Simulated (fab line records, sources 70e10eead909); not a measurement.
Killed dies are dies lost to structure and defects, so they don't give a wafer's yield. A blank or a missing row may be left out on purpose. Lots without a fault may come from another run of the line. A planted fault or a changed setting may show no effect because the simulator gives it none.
A struck lot beside a sound one | flow nand_harc | 41 steps out of a route of 1302
Sound: wafers L927.3, L927.4, L927.5. Struck: wafer L934.5. (L934.3, L934.6 of the same lot were not struck and are left out.) The cause comes at the end.
At each step with rows: each side's tool, then ch and its chambers, then its first start. Under that, the readings that differ: sound wafers | struck wafers | difference of the means | sigmas: that difference in standard deviations of wafers without a fault.
alike: readings whose means differ by less than 2 such deviations, and words and numbers that are the same on both sides. not compared: withheld readings, readings that some wafer has no value for, bounds like >300 that may hide the same value, and numbers for which the record gives no deviation and whose values overlap.
The two part at a step that has a row with sigmas, a row that says differs or no value, or rows on one side only. Numbers that don't overlap but have no deviation are shown without sigmas and don't part them. A reading that every wafer of one side lacks parts them only if that side has two wafers or more.

NHARC_A_M1_CD_MEAS_09: target cd 120 nm.
  sound on cd_sem-02 ch 0, day 25 00:46; struck on cd_sem-02 ch 0, day 27 07:54
  alike: cd_nm
NHARC_A_M1_OVL_MEAS_10: pitch 240 nm.
  sound on overlay-02, day 25 00:51; struck on overlay-02, day 27 07:59
  alike: overlay_x_nm, overlay_y_nm
NHARC_A_M1_INSPECT_11:
  sound on defect_inspect-01, day 25 00:53; struck on defect_inspect-02, day 27 08:01
  reading          | sound       | struck | difference | sigmas
  raw_defect_count | 155 125 166 | 60     | -89        | -3
then, 1 step without rows for these wafers: NHARC_A_M1_DESCUM_14 (chemistry O2, time 3 s).
NHARC_A_M1_ETCH_35: etches the open film in N2/H2, target depth 40 nm, overetch 12 nm, time 43.94 s.
  sound on rie_diel-07 ch 0,1,2, day 25 01:02; struck on rie_diel-12 ch 2, day 27 08:10
  reading               | sound             | struck | difference | sigmas
  oes_product_au (a.u.) | 0.999 0.976 0.976 | 1.026  | +0.042     | +3
  alike: drypump_motor_current_A, rf_vpp_V, showerhead_plenum_p_Torr, throttle_valve_pct
  not compared: rf_hours_counter_h
then, 1 step without rows for these wafers: NHARC_A_M1_ETCH_15 (etches the open film in C4F8/Ar, target depth 182.5 nm, time 91.2 s).
NHARC_A_M1_CD_MEAS_16:
  sound on cd_sem-01, day 25 01:15; struck on cd_sem-01, day 27 08:23
  reading    | sound             | struck | difference | sigmas
  cd_nm (nm) | 117.8 118.3 118.7 | 121.5  | +3.2       | +3
then, 4 steps without rows for these wafers: NHARC_A_M1_STRIP_18 (strips in N2/H2); NHARC_A_M1_ETCH_28 (etches the open film in CF4/N2, target depth 30 nm, time 72.99 s); NHARC_A_M1_STRIP_19 (strips in post etch residue remover, time 600 s); NHARC_A_M1_DEGAS_29 (time 60 s).
NHARC_A_M1_PRE_CLEAN_30: time 30 s.
  sound on pvd_sputter-01; struck on pvd_sputter-01
  reading              | sound | struck | difference                   | sigmas
  susceptor_temp_C (C) | - - - | 279.72 | no value on the sound wafers |
  alike: heater_power_w
NHARC_A_M1_PVD_20: deposits TaN, target thk 5 nm, time 8.06 s.
  sound on pvd_sputter-01, day 25 02:05; struck on pvd_sputter-01, day 27 09:15
  alike: throttle_valve_pct
then, 2 steps without rows for these wafers: NHARC_A_M1_PVD_21 (deposits Cu, target thk 30 nm, time 20.49 s); NHARC_A_M1_ECD_22 (material Cu, target thk 400 nm).
NHARC_A_M1_ANNEAL_31: time 90 s.
  sound on rtp_anneal-02 ch 0, day 25 02:48; struck on rtp_anneal-01 ch 0, day 27 09:58
  alike: wafer_temp_C_max
then, 1 step without rows for these wafers: NHARC_A_M1_CMP_23 (polishes, t overpolish 20 s, target thk 154.34 nm).
NHARC_A_M1_THK_MEAS_24: measures by xrf.
  sound on film_metro-02, day 25 03:22; struck on film_metro-02, day 27 10:32
  alike: thk_nm
then, 1 step without rows for these wafers: NHARC_A_M1_SRD_25.
NHARC_A_M1_PRE_CLEAN_32: time 12 s.
  sound on pecvd-04 ch 1,2, day 25 03:36; struck on pecvd-02 ch 1, day 27 10:49
  alike: heater_power_w, susceptor_temp_C
then, 2 steps without rows for these wafers: NHARC_A_M1_DEP_33 (deposits SiCN, target thk 30 nm); NHARC_A_BONDPAD_DEP_00 (deposits SiCN, target thk 250 nm).
NHARC_A_BONDPAD_CMP_29: polishes SiCN, target thk 200 nm.
  sound on cmp-01 ch 0,1, day 25 04:39; struck on cmp-01 ch 3, day 27 12:08
  alike: edge_zone_pressure_frac, motor_current_A
NHARC_A_BONDPAD_THK_MEAS_30: measures by ellipsometry.
  sound on film_metro-02, day 25 04:53; struck on film_metro-02, day 27 12:19
  alike: thk_nm
then, 10 steps without rows for these wafers: NHARC_A_BONDPAD_SRD_31; NHARC_A_BONDPAD_DEHYDRATE_01 (time 120 s); NHARC_A_BONDPAD_HMDS_02 (time 30 s); NHARC_A_BONDPAD_COAT_33 (time 65 s); NHARC_A_BONDPAD_COAT_03 (resist thk 600 nm); NHARC_A_BONDPAD_SOFTBAKE_04 (time 70 s); NHARC_A_BONDPAD_EBR_05; NHARC_A_BONDPAD_EXPOSE_06 (exposes mask A BPAD); NHARC_A_BONDPAD_PEB_07 (peb time 80 s); NHARC_A_BONDPAD_DEVELOP_08 (time 50 s).
NHARC_A_BONDPAD_CD_MEAS_09: target cd 500 nm.
  sound on cd_sem-02 ch 0, day 25 05:19; struck on cd_sem-01 ch 0, day 27 12:46
  alike: cd_nm
NHARC_A_BONDPAD_OVL_MEAS_35:
  sound on overlay-01, day 25 05:25; struck on overlay-02, day 27 12:51
  alike: overlay_x_nm, overlay_y_nm
then, 4 steps without rows for these wafers: NHARC_A_BONDPAD_HARDBAKE_10 (time 65 s); NHARC_A_BONDPAD_DESCUM_11 (chemistry O2, time 3 s); NHARC_A_BONDPAD_ETCH_34 (etches the open film in N2/H2, target depth 60 nm, overetch 18 nm, time 65.91 s); NHARC_A_BONDPAD_ETCH_12 (etches the open film in CHF3/O2, target depth 220 nm, time 110 s).
NHARC_END_SORT_01:
  sound on prober-02 ch 0, day 26 13:04; struck on prober-01 ch 0, day 28 23:58
  reading                  | sound | struck | difference | sigmas
  defect_limited_yield (%) | 86.3  | 79.8   | -6.5       | -2
  killed_at_array          | 89    | 133    | +44        | +2
  killed_at_other          | 3     | 0      | -3         | -2
  killed_dies              | 93    | 137    | +44        | +2
  alike: killed_at_periphery, killed_open, killed_short

WHERE THEY PART
First at NHARC_A_M1_INSPECT_11; last, within this record, at NHARC_END_SORT_01.

WHY: what the simulator had put in
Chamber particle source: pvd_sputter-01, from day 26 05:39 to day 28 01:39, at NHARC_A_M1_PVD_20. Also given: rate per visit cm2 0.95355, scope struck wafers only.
